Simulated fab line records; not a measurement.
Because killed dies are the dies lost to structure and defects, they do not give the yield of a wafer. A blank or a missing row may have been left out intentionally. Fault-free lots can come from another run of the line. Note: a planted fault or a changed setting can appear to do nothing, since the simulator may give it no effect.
Check for tools in common -- flow nand-harc -- Sample size 12 lots and 36 wafers

REASON IT WAS OPENED
Flagged at NHARC_P_GATE_CD_MEAS_91: reading cd-nm, on 1 of 12 lots. Fault-free wafers read 2000.1 nm, with a standard deviation of 2.2.
Rule: a lot is flagged when every wafer of it that has a number lies more than 4 standard deviations from that mean, or none has a number. The rest of the lots are taken to be sound.

lot,measured,on,"cd-nm (nm), wafer by wafer",flag
L214,day 5 20:39,cd-sem-03,1996.8 1997.0 1997.8,
L216,day 6 20:07,cd-sem-01,1997.6 1995.7 1999.4,
L217,day 7 00:56,cd-sem-01,2002.0 2003.0 2000.2,
L218,day 7 20:24,cd-sem-02,2001.9 2000.9 2002.9,
L220,day 8 14:11,cd-sem-03,1999.7 1999.4 1998.1,
L221,day 9 04:09,cd-sem-03,2001.7 2002.1 2002.0,
L223,day 9 18:43,cd-sem-02,1999.8 1998.6 2000.9,
L224,day 10 03:11,cd-sem-03,2001.7 2003.8 2002.7,
L225,day 10 09:48,cd-sem-03,2001.8 2000.1 2001.7,
L226,day 10 21:19,cd-sem-01,1955.5 1953.8 1956.4,FLAGGED
L236,day 15 02:15,cd-sem-02,1999.5 1998.2 2000.0,
L237,day 15 08:50,cd-sem-02,1996.4 1997.5 1999.6,
Average over the flagged lots: 1955.2 nm; offset from the usual -44.9 nm, equal to -20 standard deviations.

WHICH TOOL RAN EACH LOT
Before the reading, the record contains 3 process steps out of a 1302-step route. Cell contents, in order: the tool; ch with the chambers the sampled wafers went through; the start.
lot,flag,NHARC_P_GATE_DESCUM_31,NHARC_P_GATE_STRIP_76,NHARC_P_GATE_EXPOSE_88
L214,,"rie-diel-05 ch 0,1,2, day 5 03:19","plasma-asher-01 ch 0,1, day 5 19:44","krf-scanner-02 ch 0, day 5 20:29"
L216,,"rie-diel-02 ch 0,1,2, day 6 04:57","plasma-asher-02 ch 0,1, day 6 19:11","krf-scanner-04 ch 0, day 6 19:58"
L217,,"rie-diel-05 ch 0,3, day 6 09:56","plasma-asher-01 ch 0,1, day 7 00:10","krf-scanner-04 ch 0, day 7 00:47"
L218,,"rie-diel-02 ch 0,3, day 7 04:44","plasma-asher-01 ch 0, day 7 19:37","krf-scanner-04 ch 0, day 7 20:15"
L220,,"rie-diel-02 ch 1,3, day 7 22:52","plasma-asher-01 ch 0,1, day 8 13:16","krf-scanner-01 ch 0, day 8 14:01"
L221,,"rie-diel-03 ch 0,1,3, day 8 13:08","plasma-asher-01 ch 0,1, day 9 03:14","krf-scanner-02 ch 0, day 9 03:59"
L223,,"rie-diel-05 ch 0,1, day 9 03:36","plasma-asher-01 ch 0,1, day 9 17:48","krf-scanner-02 ch 0, day 9 18:34"
L224,,"rie-diel-05 ch 0,1,2, day 9 12:04","plasma-asher-01 ch 0,1, day 10 02:24","krf-scanner-02 ch 0, day 10 03:02"
L225,,"rie-diel-02 ch 0,1, day 9 18:49","plasma-asher-01 ch 1, day 10 09:01","krf-scanner-02 ch 0, day 10 09:38"
L226,FLAGGED,"rie-diel-03 ch 1,3, day 10 06:00","plasma-asher-01 ch 0,1, day 10 20:24","krf-scanner-01 ch 0, day 10 21:10"
L236,,"rie-diel-02 ch 0,1,3, day 14 10:37","plasma-asher-02 ch 0,1, day 15 01:19","krf-scanner-04 ch 0, day 15 02:05"
L237,,"rie-diel-02 ch 0,2, day 14 17:48","plasma-asher-02 ch 0,1, day 15 08:01","krf-scanner-04 ch 0, day 15 08:41"
What the steps here do:
- NHARC_P_GATE_DESCUM_31: chemistry O2, time 3 s.
- NHARC_P_GATE_STRIP_76: strips in O2.
- NHARC_P_GATE_EXPOSE_88: exposes mask P HVN, target cd 2000 nm.
- NHARC_P_GATE_CD_MEAS_91: target cd 2000 nm.

FLAGGED AGAINST TOTAL, ONE TOOL AT A TIME (gauges that did the reading follow at the end)
step,tool,lots run,flagged,share of the flagged lots,sound lots run after its first flagged lot
NHARC_P_GATE_DESCUM_31,rie-diel-02,6,0,none,-
NHARC_P_GATE_DESCUM_31,rie-diel-03,2,1,all,0
NHARC_P_GATE_DESCUM_31,rie-diel-05,4,0,none,-
NHARC_P_GATE_STRIP_76,plasma-asher-01,9,1,all,0
NHARC_P_GATE_STRIP_76,plasma-asher-02,3,0,none,-
NHARC_P_GATE_EXPOSE_88,krf-scanner-01,2,1,all,0
NHARC_P_GATE_EXPOSE_88,krf-scanner-02,5,0,none,-
NHARC_P_GATE_EXPOSE_88,krf-scanner-04,5,0,none,-
NHARC_P_GATE_CD_MEAS_91,cd-sem-01,3,1,all,0
NHARC_P_GATE_CD_MEAS_91,cd-sem-02,4,0,none,-
NHARC_P_GATE_CD_MEAS_91,cd-sem-03,5,0,none,-

WHAT IS ALLOWED BY THE TABLE
4 rows of the table ran every flagged lot: rie-diel-03 at NHARC_P_GATE_DESCUM_31, plasma-asher-01 at NHARC_P_GATE_STRIP_76, krf-scanner-01 at NHARC_P_GATE_EXPOSE_88, cd-sem-01 at NHARC_P_GATE_CD_MEAS_91.
- rie-diel-03 at NHARC_P_GATE_DESCUM_31: 1 of its 2 lots flagged. It ran its last sound lot, L221, at day 8 13:08 and its first flagged lot, L226, at day 10 06:00: a fault with its onset between the two fits.
- plasma-asher-01 at NHARC_P_GATE_STRIP_76: 1 of its 9 lots flagged. It ran its last sound lot, L225, at day 10 09:01 and its first flagged lot, L226, at day 10 20:24: a fault with its onset between the two fits.
- krf-scanner-01 at NHARC_P_GATE_EXPOSE_88: 1 of its 2 lots flagged. It ran its last sound lot, L220, at day 8 14:01 and its first flagged lot, L226, at day 10 21:10: a fault with its onset between the two fits.
- cd-sem-01 at NHARC_P_GATE_CD_MEAS_91: 1 of its 3 lots flagged. It ran its last sound lot, L217, at day 7 00:56 and its first flagged lot, L226, at day 10 21:19: a fault with its onset between the two fits.
Because each of these 4 tools fits a fault that began at some hour, counting lots does not separate them. More lots, or a look at what each step does to the wafer, might.

WHAT HAD BEEN PUT IN BY THE SIMULATOR
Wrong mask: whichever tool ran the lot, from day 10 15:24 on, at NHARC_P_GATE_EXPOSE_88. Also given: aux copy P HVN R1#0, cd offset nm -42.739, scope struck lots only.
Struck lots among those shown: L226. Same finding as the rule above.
